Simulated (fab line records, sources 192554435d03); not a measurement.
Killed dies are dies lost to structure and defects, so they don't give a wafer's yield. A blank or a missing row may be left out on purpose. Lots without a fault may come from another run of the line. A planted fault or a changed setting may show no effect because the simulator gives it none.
Chamber matching | flow n5_finfet | N5_BEOL_M0_SAQP_PECVD_03 on pecvd-04: 3 sister chambers
The step deposits SiCN from 3MS/NH3, target thk 12 nm, time 21.1 s. 6 wafers are shown with their chamber, then 7 later ones without.

WAFERS WITH THEIR CHAMBER
wafer  | chamber | throttle_valve_pct (%) | showerhead_plenum_p_Torr (Torr)
L076.6 | 0       | 9.4                    | 3.669
L079.1 | 2       | 9.0                    | 3.670
L079.2 | 1       | 9.1                    | 3.638
L079.5 | 1       | 9.2                    | 3.650
L085.3 | 0       | 9.4                    | 3.674
L085.5 | 2       | 8.8                    | 3.669

WAFERS WITHOUT THEIR CHAMBER
wafer  | throttle_valve_pct (%) | showerhead_plenum_p_Torr (Torr)
L085.6 | 9.3                    | 3.659
L087.3 | 9.5                    | 3.665
L087.4 | 9.0                    | 3.671
L087.5 | 9.2                    | 3.647
L097.1 | 8.2                    | 3.668
L097.3 | 9.5                    | 3.664
L097.6 | 8.1                    | 3.674

WHICH CHAMBER EACH WENT THROUGH
wafer  | from the rows above     | in truth
L085.6 | can't be placed: 0 or 1 | 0
L087.3 | 0                       | 0
L087.4 | 2                       | 2
L087.5 | 1                       | 1
L097.1 | 2                       | 2
L097.3 | 0                       | 0
L097.6 | 2                       | 2
Placed correctly: 6 of 7. Can't be placed from these rows: 1 (the true chamber is among the candidates in 1). Placed wrongly: 0.
How it was worked out, from the rows above alone: a wafer's distance from a chamber is the root of the sum, over the readings, of the square of ((its reading less the chamber's mean) divided by the reading's scatter). The wafer belongs to the nearest chamber; if the next one is less than 2 further off, it can't be placed. A chamber's mean is the mean of its shown wafers. The scatter: the root of (the sum of the squares of (reading less its chamber's mean) over the shown wafers, divided by (wafers less chambers)).
